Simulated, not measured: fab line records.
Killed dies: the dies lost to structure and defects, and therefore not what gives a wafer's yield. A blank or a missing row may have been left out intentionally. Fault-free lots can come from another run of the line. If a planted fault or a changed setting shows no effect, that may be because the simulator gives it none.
Matching of chambers -- flow n5 finfet -- rie diel-04 running N5_DUMMY_GATE_ETCH_31: 4 sister chambers
The step etches SiO2 in C4F6/O2, target depth 82.5 nm, time 27.5 s. 8 wafers are shown with their chamber, then 9 later ones without.

## EACH WAFER AND ITS CHAMBER
wafer,chamber,drypump motor current A (A),showerhead plenum p Torr (Torr)
L076.4,3,5.2,2.99
L079.5,3,5.2,2.99
L079.6,2,5.6,3.05
L083.2,0,6.1,2.93
L083.5,0,6.1,2.93
L087.2,1,5.8,2.85
L087.4,1,5.7,2.85
L087.5,2,5.6,3.04

## WAFERS MISSING THEIR CHAMBER
wafer,drypump motor current A (A),showerhead plenum p Torr (Torr)
L088.1,5.8,2.85
L088.2,5.2,2.98
L088.3,5.6,3.04
L092.1,5.6,3.04
L092.4,5.2,2.98
L092.5,5.7,2.85
L093.2,6.0,2.92
L093.3,5.8,2.85
L093.6,6.0,2.92

## CHAMBER TAKEN BY EACH
wafer,from the rows above,in truth
L088.1,1,1
L088.2,3,3
L088.3,2,2
L092.1,2,2
L092.4,3,3
L092.5,1,1
L093.2,0,0
L093.3,1,1
L093.6,0,0
9 of 9 placed correctly. Left unplaced by these rows: 0. Number placed wrongly: 0.
How it was worked out, from the rows above alone: a wafer's distance from a chamber is the root of the sum, over the readings, of the square of ((its reading less the chamber's mean) divided by the reading's scatter). The wafer belongs to the nearest chamber; if the next one is less than 2 further off, it can't be placed. For every chamber, the mean is computed from those of its wafers that are shown. The scatter is the square root of a quotient: the sum, over the shown wafers, of each reading's squared deviation from its chamber's mean, divided by wafers minus chambers.
